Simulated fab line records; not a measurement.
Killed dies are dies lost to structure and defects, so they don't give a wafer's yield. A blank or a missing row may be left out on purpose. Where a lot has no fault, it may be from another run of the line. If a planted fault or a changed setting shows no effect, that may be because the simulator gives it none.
What tool caused it? || flow n5 finfet || Sampling: 11 lots, 31 wafers, 5 of 1938 route steps

== WHAT EACH GAUGE READ, for each wafer ==
N5_BEOL_M4_CD_MEAS_11: target cd 16.79 nm. Usual: cd nm 16.80 nm, standard deviation 0.27.
{"lot": "L960", "measured": "day 7 19:10", "on": "cd sem-03", "cd nm (nm)": "16.82 16.81 16.81", "flag": ""}
{"lot": "L962", "measured": "day 8 07:40", "on": "cd sem-03", "cd nm (nm)": "16.10 16.73 16.93", "flag": ""}
{"lot": "L965", "measured": "day 8 12:32", "on": "cd sem-03", "cd nm (nm)": "16.91 16.00 16.77", "flag": ""}
{"lot": "L967", "measured": "day 8 21:53", "on": "cd sem-03", "cd nm (nm)": "16.32 16.90 16.76", "flag": ""}
{"lot": "L971", "measured": "day 10 05:04", "on": "cd sem-03", "cd nm (nm)": "16.90 16.77 17.16", "flag": ""}
{"lot": "L973", "measured": "day 10 19:16", "on": "cd sem-02", "cd nm (nm)": "16.89 16.59 16.71", "flag": ""}
{"lot": "L974", "measured": "day 10 22:55", "on": "cd sem-03", "cd nm (nm)": "17.05 16.88 16.81", "flag": ""}
{"lot": "L975", "measured": "day 11 05:48", "on": "cd sem-02", "cd nm (nm)": "17.43 17.22 16.90", "flag": ""}
{"lot": "L977", "measured": "day 11 13:17", "on": "cd sem-03", "cd nm (nm)": "16.93 16.82 16.89", "flag": ""}
{"lot": "L979", "measured": "day 12 03:05", "on": "cd sem-02", "cd nm (nm)": "16.45 16.85", "flag": ""}
{"lot": "L982", "measured": "day 12 20:58", "on": "cd sem-01", "cd nm (nm)": "16.58 16.48", "flag": ""}

N5_BEOL_M4_RC_MEAS_101. Usual: DIBL_N 37.1 mV/V, standard deviation 1.9; DIBL_P 37.2 mV/V, standard deviation 2.3; IOFF_N 0.18 nA/um, standard deviation 0.04; IOFF_P 0.23 nA/um, standard deviation 0.044; ION_N 682 uA/um, standard deviation 11; ION_P 468 uA/um, standard deviation 8.6; SS_N 71.9 mV/dec, standard deviation 0.68; SS_P 73.5 mV/dec, standard deviation 0.74; VT_N 248 mV, standard deviation 3.4; VT_P -248 mV, standard deviation 3.4.
{"lot": "L960", "measured": "day 8 02:03", "on": "prober-01", "DIBL_N (mV/V)": "38.1 35.5 38.4", "DIBL_P (mV/V)": "37.9 34.4 37.7", "IOFF_N (nA/um)": "0.19 0.13 0.19", "IOFF_P (nA/um)": "0.25 0.20 0.25", "ION_N (uA/um)": "676 668 679", "ION_P (uA/um)": "471 460 465", "SS_N (mV/dec)": "71.6 71.4 72.1", "SS_P (mV/dec)": "73.4 72.3 73.3", "VT_N (mV)": "248 254 250", "VT_P (mV)": "-247 -250 -248", "flag": ""}
{"lot": "L962", "measured": "day 8 23:04", "on": "prober-02", "DIBL_N (mV/V)": "33.6 35.1 34.7", "DIBL_P (mV/V)": "34.6 36.4 36.5", "IOFF_N (nA/um)": "0.13 0.16 0.15", "IOFF_P (nA/um)": "0.19 0.22 0.22", "ION_N (uA/um)": "662 683 676", "ION_P (uA/um)": "461 468 475", "SS_N (mV/dec)": "71.1 71.5 71.6", "SS_P (mV/dec)": "73.4 74.3 73.2", "VT_N (mV)": "254 251 252", "VT_P (mV)": "-249 -245 -249", "flag": ""}
{"lot": "L965", "measured": "day 9 00:59", "on": "prober-01", "DIBL_N (mV/V)": "40.9 38.7 39.4", "DIBL_P (mV/V)": "38.9 35.7 37.6", "IOFF_N (nA/um)": "0.24 0.19 0.19", "IOFF_P (nA/um)": "0.29 0.22 0.25", "ION_N (uA/um)": "696 677 678", "ION_P (uA/um)": "474 460 463", "SS_N (mV/dec)": "72.2 71.5 71.9", "SS_P (mV/dec)": "73.9 72.8 73.9", "VT_N (mV)": "242 246 248", "VT_P (mV)": "-246 -248 -248", "flag": ""}
{"lot": "L967", "measured": "day 9 06:25", "on": "prober-02", "DIBL_N (mV/V)": "32.9 35.6 34.9", "DIBL_P (mV/V)": "33.4 35.8 34.8", "IOFF_N (nA/um)": "0.11 0.16 0.15", "IOFF_P (nA/um)": "0.16 0.19 0.17", "ION_N (uA/um)": "660 679 670", "ION_P (uA/um)": "455 461 460", "SS_N (mV/dec)": "70.7 71.8 72.0", "SS_P (mV/dec)": "72.0 72.5 72.5", "VT_N (mV)": "254 248 249", "VT_P (mV)": "-254 -252 -254", "flag": ""}
{"lot": "L971", "measured": "day 10 19:17", "on": "prober-02", "DIBL_N (mV/V)": "38.6 39.9 34.0", "DIBL_P (mV/V)": "40.8 42.4 34.9", "IOFF_N (nA/um)": "0.19 0.22 0.12", "IOFF_P (nA/um)": "0.26 0.29 0.18", "ION_N (uA/um)": "694 702 671", "ION_P (uA/um)": "468 486 468", "SS_N (mV/dec)": "72.2 71.9 70.4", "SS_P (mV/dec)": "74.1 75.0 72.1", "VT_N (mV)": "248 246 254", "VT_P (mV)": "-250 -244 -251", "flag": ""}
{"lot": "L973", "measured": "day 11 02:40", "on": "prober-01", "DIBL_N (mV/V)": "36.4 37.9 37.2", "DIBL_P (mV/V)": "36.6 37.9 36.3", "IOFF_N (nA/um)": "0.16 0.20 0.18", "IOFF_P (nA/um)": "0.24 0.28 0.24", "ION_N (uA/um)": "687 696 676", "ION_P (uA/um)": "478 480 460", "SS_N (mV/dec)": "71.4 71.8 71.7", "SS_P (mV/dec)": "72.7 73.4 73.3", "VT_N (mV)": "245 245 248", "VT_P (mV)": "-246 -246 -246", "flag": ""}
{"lot": "L974", "measured": "day 11 06:06", "on": "prober-02", "DIBL_N (mV/V)": "38.3 37.2 37.1", "DIBL_P (mV/V)": "39.1 36.0 35.7", "IOFF_N (nA/um)": "0.22 0.18 0.19", "IOFF_P (nA/um)": "0.28 0.21 0.21", "ION_N (uA/um)": "692 667 663", "ION_P (uA/um)": "470 453 458", "SS_N (mV/dec)": "72.2 73.5 72.6", "SS_P (mV/dec)": "73.0 73.0 73.1", "VT_N (mV)": "246 251 248", "VT_P (mV)": "-246 -252 -251", "flag": ""}
{"lot": "L975", "measured": "day 11 16:00", "on": "prober-02", "DIBL_N (mV/V)": "34.2 38.1 39.3", "DIBL_P (mV/V)": "33.6 38.7 41.4", "IOFF_N (nA/um)": "0.12 0.18 0.20", "IOFF_P (nA/um)": "0.17 0.23 0.28", "ION_N (uA/um)": "650 687 679", "ION_P (uA/um)": "453 467 460", "SS_N (mV/dec)": "71.5 71.6 72.3", "SS_P (mV/dec)": "72.0 73.6 74.5", "VT_N (mV)": "253 251 250", "VT_P (mV)": "-255 -249 -245", "flag": ""}
{"lot": "L977", "measured": "day 12 01:38", "on": "prober-02", "DIBL_N (mV/V)": "38.1 37.3 37.4", "DIBL_P (mV/V)": "37.8 37.4 37.3", "IOFF_N (nA/um)": "0.16 0.18 0.16", "IOFF_P (nA/um)": "0.21 0.22 0.21", "ION_N (uA/um)": "685 687 676", "ION_P (uA/um)": "469 471 470", "SS_N (mV/dec)": "71.9 72.5 72.7", "SS_P (mV/dec)": "73.6 73.9 72.8", "VT_N (mV)": "250 247 251", "VT_P (mV)": "-252 -251 -251", "flag": ""}
{"lot": "L979", "measured": "day 12 12:32", "on": "prober-01", "DIBL_N (mV/V)": "36.9 37.8", "DIBL_P (mV/V)": "35.7 35.7", "IOFF_N (nA/um)": "0.17 0.19", "IOFF_P (nA/um)": "0.18 0.19", "ION_N (uA/um)": "666 670", "ION_P (uA/um)": "444 452", "SS_N (mV/dec)": "73.2 73.0", "SS_P (mV/dec)": "73.4 73.2", "VT_N (mV)": "250 251", "VT_P (mV)": "-256 -253", "flag": ""}
{"lot": "L982", "measured": "day 13 06:49", "on": "prober-01", "DIBL_N (mV/V)": "36.3 32.8", "DIBL_P (mV/V)": "37.3 33.6", "IOFF_N (nA/um)": "0.19 0.13", "IOFF_P (nA/um)": "0.26 0.20", "ION_N (uA/um)": "689 652", "ION_P (uA/um)": "471 457", "SS_N (mV/dec)": "72.2 71.2", "SS_P (mV/dec)": "73.4 71.7", "VT_N (mV)": "246 253", "VT_P (mV)": "-245 -250", "flag": ""}

== TOOL THAT RAN EACH LOT (tool first, then ch and the chambers of the sampled wafers, then the start) ==
{"lot": "L960", "N5_BEOL_M3_SPUTTER_90": "pvd sputter-02, day 7 13:35", "N5_BEOL_M4_PECVD_72": "pecvd-04 ch 2, day 7 15:28", "N5_BEOL_M4_COAT_05": "litho track-04 ch 0, day 7 18:54"}
{"lot": "L962", "N5_BEOL_M3_SPUTTER_90": "pvd sputter-01, day 8 05:14", "N5_BEOL_M4_PECVD_72": "pecvd-04 ch 0,1,2, day 8 07:08", "N5_BEOL_M4_COAT_05": "litho track-01 ch 0, day 8 07:23"}
{"lot": "L965", "N5_BEOL_M3_SPUTTER_90": "pvd sputter-01, day 8 08:55", "N5_BEOL_M4_PECVD_72": "pecvd-02 ch 0,2, day 8 10:47", "N5_BEOL_M4_COAT_05": "litho track-03 ch 0, day 8 12:16"}
{"lot": "L967", "N5_BEOL_M3_SPUTTER_90": "pvd sputter-03, day 8 18:29", "N5_BEOL_M4_PECVD_72": "pecvd-01 ch 1,2, day 8 20:25", "N5_BEOL_M4_COAT_05": "litho track-03 ch 0, day 8 21:38"}
{"lot": "L971", "N5_BEOL_M3_SPUTTER_90": "pvd sputter-01, day 10 02:02", "N5_BEOL_M4_PECVD_72": "pecvd-02 ch 0,1,2, day 10 03:56", "N5_BEOL_M4_COAT_05": "litho track-04 ch 0, day 10 04:48"}
{"lot": "L973", "N5_BEOL_M3_SPUTTER_90": "pvd sputter-01, day 10 15:07", "N5_BEOL_M4_PECVD_72": "pecvd-02 ch 1,2, day 10 17:23", "N5_BEOL_M4_COAT_05": "litho track-04 ch 0, day 10 19:00"}
{"lot": "L974", "N5_BEOL_M3_SPUTTER_90": "pvd sputter-02, day 10 18:34", "N5_BEOL_M4_PECVD_72": "pecvd-01 ch 1,2, day 10 20:33", "N5_BEOL_M4_COAT_05": "litho track-03 ch 0, day 10 22:38"}
{"lot": "L975", "N5_BEOL_M3_SPUTTER_90": "pvd sputter-02, day 11 02:18", "N5_BEOL_M4_PECVD_72": "pecvd-02 ch 0,1, day 11 04:11", "N5_BEOL_M4_COAT_05": "litho track-01 ch 0, day 11 05:32"}
{"lot": "L977", "N5_BEOL_M3_SPUTTER_90": "pvd sputter-01, day 11 09:16", "N5_BEOL_M4_PECVD_72": "pecvd-02 ch 0,1,2, day 11 11:09", "N5_BEOL_M4_COAT_05": "litho track-03 ch 0, day 11 13:02"}
{"lot": "L979", "N5_BEOL_M3_SPUTTER_90": "pvd sputter-02, day 12 00:00", "N5_BEOL_M4_PECVD_72": "pecvd-04 ch 0,1, day 12 01:52", "N5_BEOL_M4_COAT_05": "litho track-01 ch 0, day 12 02:49"}
{"lot": "L982", "N5_BEOL_M3_SPUTTER_90": "pvd sputter-03, day 12 18:04", "N5_BEOL_M4_PECVD_72": "pecvd-04 ch 1,2, day 12 20:08", "N5_BEOL_M4_COAT_05": "litho track-03 ch 0, day 12 20:42"}
- N5_BEOL_M3_SPUTTER_90: material Cu, target thk 4.5 nm, time 8.29 s.
- N5_BEOL_M4_PECVD_72: deposits SiO2 from TEOS/O2, target thk 16 nm, time 18 s.
- N5_BEOL_M4_COAT_05: resist thk 30 nm.

== AS READ BY THE TOOLS THEMSELVES (means over the sampled wafers that have a number; for cases with no such wafer, the mark the record gives instead) ==
N5_BEOL_M3_SPUTTER_90. Usual: throttle valve pct 30.2 %, standard deviation 1.5.
{"lot": "L960", "tool": "pvd sputter-02", "throttle valve pct (%)": 30.8, "flag": ""}
{"lot": "L962", "tool": "pvd sputter-01", "throttle valve pct (%)": 29.6, "flag": ""}
{"lot": "L965", "tool": "pvd sputter-01", "throttle valve pct (%)": 29.8, "flag": ""}
{"lot": "L967", "tool": "pvd sputter-03", "throttle valve pct (%)": 30.3, "flag": ""}
{"lot": "L971", "tool": "pvd sputter-01", "throttle valve pct (%)": 30.1, "flag": ""}
{"lot": "L973", "tool": "pvd sputter-01", "throttle valve pct (%)": 28.8, "flag": ""}
{"lot": "L974", "tool": "pvd sputter-02", "throttle valve pct (%)": 31.8, "flag": ""}
{"lot": "L975", "tool": "pvd sputter-02", "throttle valve pct (%)": 31.4, "flag": ""}
{"lot": "L977", "tool": "pvd sputter-01", "throttle valve pct (%)": 29.2, "flag": ""}
{"lot": "L979", "tool": "pvd sputter-02", "throttle valve pct (%)": 31.9, "flag": ""}
{"lot": "L982", "tool": "pvd sputter-03", "throttle valve pct (%)": 31.7, "flag": ""}

N5_BEOL_M4_PECVD_72. Usual: heater power w 705 W, standard deviation 83; showerhead plenum p Torr 8.75 Torr, standard deviation 0.075; throttle valve pct 22.6 %, standard deviation 1.1.
{"lot": "L960", "tool": "pecvd-04", "heater power w (W)": 722, "showerhead plenum p Torr (Torr)": 8.70, "throttle valve pct (%)": 21.3, "flag": ""}
{"lot": "L962", "tool": "pecvd-04", "heater power w (W)": 728, "showerhead plenum p Torr (Torr)": 8.79, "throttle valve pct (%)": 22.1, "flag": ""}
{"lot": "L965", "tool": "pecvd-02", "heater power w (W)": 711, "showerhead plenum p Torr (Torr)": 8.79, "throttle valve pct (%)": 22.2, "flag": ""}
{"lot": "L967", "tool": "pecvd-01", "heater power w (W)": 642, "showerhead plenum p Torr (Torr)": 8.63, "throttle valve pct (%)": 24.4, "flag": ""}
{"lot": "L971", "tool": "pecvd-02", "heater power w (W)": 682, "showerhead plenum p Torr (Torr)": 8.77, "throttle valve pct (%)": 22.6, "flag": ""}
{"lot": "L973", "tool": "pecvd-02", "heater power w (W)": 623, "showerhead plenum p Torr (Torr)": 8.75, "throttle valve pct (%)": 21.8, "flag": ""}
{"lot": "L974", "tool": "pecvd-01", "heater power w (W)": 678, "showerhead plenum p Torr (Torr)": 8.64, "throttle valve pct (%)": 23.9, "flag": ""}
{"lot": "L975", "tool": "pecvd-02", "heater power w (W)": 661, "showerhead plenum p Torr (Torr)": 8.78, "throttle valve pct (%)": 22.8, "flag": ""}
{"lot": "L977", "tool": "pecvd-02", "heater power w (W)": 648, "showerhead plenum p Torr (Torr)": 8.78, "throttle valve pct (%)": 22.6, "flag": ""}
{"lot": "L979", "tool": "pecvd-04", "heater power w (W)": 752, "showerhead plenum p Torr (Torr)": 8.82, "throttle valve pct (%)": 22.6, "flag": ""}
{"lot": "L982", "tool": "pecvd-04", "heater power w (W)": 722, "showerhead plenum p Torr (Torr)": 8.77, "throttle valve pct (%)": 22.4, "flag": ""}

N5_BEOL_M4_COAT_05. Usual: dispense pressure kPa 50 kPa, standard deviation 5.2; spin speed rpm 1500.0 rpm, standard deviation 1.1.
{"lot": "L960", "tool": "litho track-04", "dispense pressure kPa (kPa)": 45, "spin speed rpm (rpm)": 1500.5, "flag": ""}
{"lot": "L962", "tool": "litho track-01", "dispense pressure kPa (kPa)": 47, "spin speed rpm (rpm)": 1498.8, "flag": ""}
{"lot": "L965", "tool": "litho track-03", "dispense pressure kPa (kPa)": 57, "spin speed rpm (rpm)": 1500.9, "flag": ""}
{"lot": "L967", "tool": "litho track-03", "dispense pressure kPa (kPa)": 57, "spin speed rpm (rpm)": 1499.0, "flag": ""}
{"lot": "L971", "tool": "litho track-04", "dispense pressure kPa (kPa)": 45, "spin speed rpm (rpm)": 1729.1, "flag": "OFF"}
{"lot": "L973", "tool": "litho track-04", "dispense pressure kPa (kPa)": 45, "spin speed rpm (rpm)": 1729.4, "flag": "OFF"}
{"lot": "L974", "tool": "litho track-03", "dispense pressure kPa (kPa)": 57, "spin speed rpm (rpm)": 1499.8, "flag": ""}
{"lot": "L975", "tool": "litho track-01", "dispense pressure kPa (kPa)": 47, "spin speed rpm (rpm)": 1499.7, "flag": ""}
{"lot": "L977", "tool": "litho track-03", "dispense pressure kPa (kPa)": 57, "spin speed rpm (rpm)": 1499.1, "flag": ""}
{"lot": "L979", "tool": "litho track-01", "dispense pressure kPa (kPa)": 47, "spin speed rpm (rpm)": 1501.3, "flag": ""}
{"lot": "L982", "tool": "litho track-03", "dispense pressure kPa (kPa)": 57, "spin speed rpm (rpm)": 1499.8, "flag": ""}

== THE ANSWER, worked out from the rows above alone ==
Rule: a lot is off if the mean of its wafers that have a number lies more than 3 standard deviations from the usual mean. A lot without any number at a reading at which 4 lots or more have one is off too. The other lots that the step has rows for count as sound. First the gauges in route order, then the tools' own readings, where a lot's mean is used as printed above. At the first step where some lot is off, the reading lying furthest off is the one used; lots without a number count as furthest.
Off, at N5_BEOL_M4_COAT_05 on spin speed rpm: L971, L973.
If a tool, at that step or one of the process steps before it, ran each lot that is off and ran no sound lot following the first of them, it fits. One candidate fits, namely litho track-04 at N5_BEOL_M4_COAT_05. A fault onset in the window from L960 (day 7 18:54, its last sound lot) to L971 (day 10 04:48, its first lot off) fits.
The tool's own readings at N5_BEOL_M4_COAT_05 bear it out: on the lots that are off they differ by more than 5 times the standard deviation of the sound lots' means. spin speed rpm reads 1729.2 rpm there against 1499.9 rpm on the sound lots.

== WHAT WAS PUT IN BY THE SIMULATOR ==
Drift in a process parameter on litho track-04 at N5_BEOL_M4_COAT_05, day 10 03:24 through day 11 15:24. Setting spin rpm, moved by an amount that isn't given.
Shown lots that were struck: L971, L973. Same finding as the rule above.
